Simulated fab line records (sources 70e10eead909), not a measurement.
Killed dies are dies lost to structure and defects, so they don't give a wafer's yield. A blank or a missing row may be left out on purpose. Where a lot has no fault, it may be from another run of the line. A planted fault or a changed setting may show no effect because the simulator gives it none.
A struck lot beside a sound one + flow nandHarc + 14 steps out of a route of 1302
Sound: wafers L784.1, L784.4, L784.6. Wafers L775.1, L775.4, L775.6 were the ones struck. The cause is named last.
Each step with rows lists, per side, the tool, then ch with its chambers, then its first start. Under that, the readings that differ: sound wafers + struck wafers + difference of the means + sigmas: that difference in standard deviations of wafers without a fault.
alike: same words and numbers on both sides, and readings whose means sit less than 2 such deviations apart. not compared: any withheld reading, any reading some wafer has no value for, any bound like >300 that may hide the same value, and any number with overlapping values for which the record gives no deviation.
The two part at a step that has a row with sigmas, a row that says differs or no value, or rows on one side only. Numbers that have no deviation but don't overlap get no sigmas and don't part them. A reading that every wafer of one side lacks parts them only if that side has two wafers or more.

first, 1 step without rows for these wafers: NHARC_A_CHANNEL_FILL_D1_SRD_12.
NHARC_A_CHANNEL_FILL_D1_INSPECT_13:
  struck on defectInspect-02, day 16 20:06; sound on defectInspect-02, day 19 21:10
  alike: rawDefectCount
NHARC_A_DECK1_JOINT_ETCHBACK_07: etches the open film in HBr, target depth 105 nm, time 26.9 s.
  sound on rieSi-04 ch 0,2,3, day 19 21:15; struck on rieSi-04 ch 2,3, day 16 20:10
  alike: drypumpMotorCurrentA, oesProductAu, throttleValvePct
  not compared: rfHoursCounterH
then, 7 steps without rows for these wafers: NHARC_A_DECK1_JOINT_ETCH_25 (etches SiO2 in dHF, target depth 0.5 nm); NHARC_A_DECK1_JOINT_ETCH_19 (etches poly-Si in TMAH, target depth 3 nm); NHARC_A_DECK1_JOINT_ETCH_18 (etches SiO2 in dHF, target depth 3 nm); NHARC_A_DECK1_JOINT_WET_08 (chemistry H3PO4, time 86 s); NHARC_A_DECK1_JOINT_ETCH_09 (etches SiO2 in dHF, target depth 5 nm); NHARC_A_DECK1_JOINT_WET_10 (chemistry H3PO4, time 86 s); NHARC_A_DECK1_JOINT_ETCH_11 (etches SiO2 in dHF, target depth 35 nm).
NHARC_A_DECK1_JOINT_CVD_12: deposits poly-Si, target thk 90 nm, time 1800 s.
  sound on lpcvdPoly-04 ch 0, day 20 04:31; struck on lpcvdPoly-04, day 17 04:45
  no value came back on the struck wafers for pressureMtorr (mTorr), runLengthS (s), spikeTcUpperC (C); on the sound wafers pressureMtorr (mTorr) reads 200.9 200.6 200.7
NHARC_A_DECK1_JOINT_CMP_13: polishes, target thk 51.023 nm.
  sound on cmp-03 ch 0,1,2, day 20 07:22; struck on cmp-01 ch 1,2, day 17 07:37
| reading             | sound         | struck | difference                    | sigmas |
|---------------------|---------------|--------|-------------------------------|--------|
| timeToEndpointS (s) | 7.8 12.5 11.0 | - - -  | no value on the struck wafers |        |
  alike: motorCurrentA
next, for these wafers, 1 step has no rows: NHARC_A_DECK1_JOINT_SRD_04.
-- record jumps: 13 days between struck wafers' starts before vs after; left off in module A_DECK1_JOINT, resumes in module END, first step shown is number 1302 of the route --
NHARC_END_SORT_01:
  the record has rows for the struck wafers here (prober-02 ch 0, day 30 10:26) and none for the sound ones

WHERE THEY PART
Last at NHARC_END_SORT_01 as far as this record goes, first at NHARC_A_DECK1_JOINT_CVD_12.

WHY: what had been put in by the simulator
Beginning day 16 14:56, the whole step at NHARC_A_DECK1_JOINT_CVD_12 was skipped on lpcvdPoly-04. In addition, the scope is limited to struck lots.
